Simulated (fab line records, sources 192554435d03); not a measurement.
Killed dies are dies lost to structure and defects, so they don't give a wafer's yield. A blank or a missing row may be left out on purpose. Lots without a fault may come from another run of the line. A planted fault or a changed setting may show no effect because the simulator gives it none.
Chamber matching | flow n5_finfet | N5_MOL_CONTACT_COAG_ETCH_47 on rie_diel-02: 4 sister chambers
The step etches SiNx in CH3F/O2, stops on W, target depth 27 nm. 8 wafers are shown with their chamber, then 9 later ones without.

WAFERS WITH THEIR CHAMBER
wafer  | chamber | rf_vpp_V (V) | throttle_valve_pct (%)
L078.3 | 0       | 291.3        | 16.53
L081.3 | 1       | 295.7        | 16.08
L081.6 | 2       | 294.8        | 16.05
L083.4 | 1       | 295.3        | 16.10
L083.5 | 3       | 295.3        | 16.40
L087.1 | 2       | 295.8        | 16.09
L087.2 | 0       | 296.1        | 16.07
L087.3 | 3       | 297.2        | 16.41

WAFERS WITHOUT THEIR CHAMBER
wafer  | rf_vpp_V (V) | throttle_valve_pct (%)
L090.3 | 296.4        | 16.07
L090.5 | 298.2        | 16.07
L090.6 | 296.6        | 16.42
L093.2 | 295.4        | 16.10
L093.3 | 295.4        | 16.08
L093.4 | 296.0        | 16.14
L097.2 | 296.4        | 16.15
L097.3 | 295.3        | 16.11
L097.4 | 297.1        | 16.11

WHICH CHAMBER EACH WENT THROUGH
wafer  | from the rows above               | in truth
L090.3 | can't be placed: 1 or 2 or 0 or 3 | 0
L090.5 | can't be placed: 1 or 2 or 3 or 0 | 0
L090.6 | can't be placed: 3 or 0 or 1      | 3
L093.2 | can't be placed: 1 or 2 or 0 or 3 | 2
L093.3 | can't be placed: 2 or 1 or 0 or 3 | 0
L093.4 | can't be placed: 1 or 2 or 0 or 3 | 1
L097.2 | can't be placed: 1 or 2 or 3 or 0 | 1
L097.3 | can't be placed: 1 or 2 or 0 or 3 | 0
L097.4 | can't be placed: 1 or 2 or 3 or 0 | 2
Placed correctly: 0 of 9. Can't be placed from these rows: 9 (the true chamber is among the candidates in 9). Placed wrongly: 0.
How it was worked out, from the rows above alone: a wafer's distance from a chamber is the root of the sum, over the readings, of the square of ((its reading less the chamber's mean) divided by the reading's scatter). The wafer belongs to the nearest chamber; if the next one is less than 2 further off, it can't be placed. A chamber's mean is the mean of its shown wafers. The scatter: the root of (the sum of the squares of (reading less its chamber's mean) over the shown wafers, divided by (wafers less chambers)).
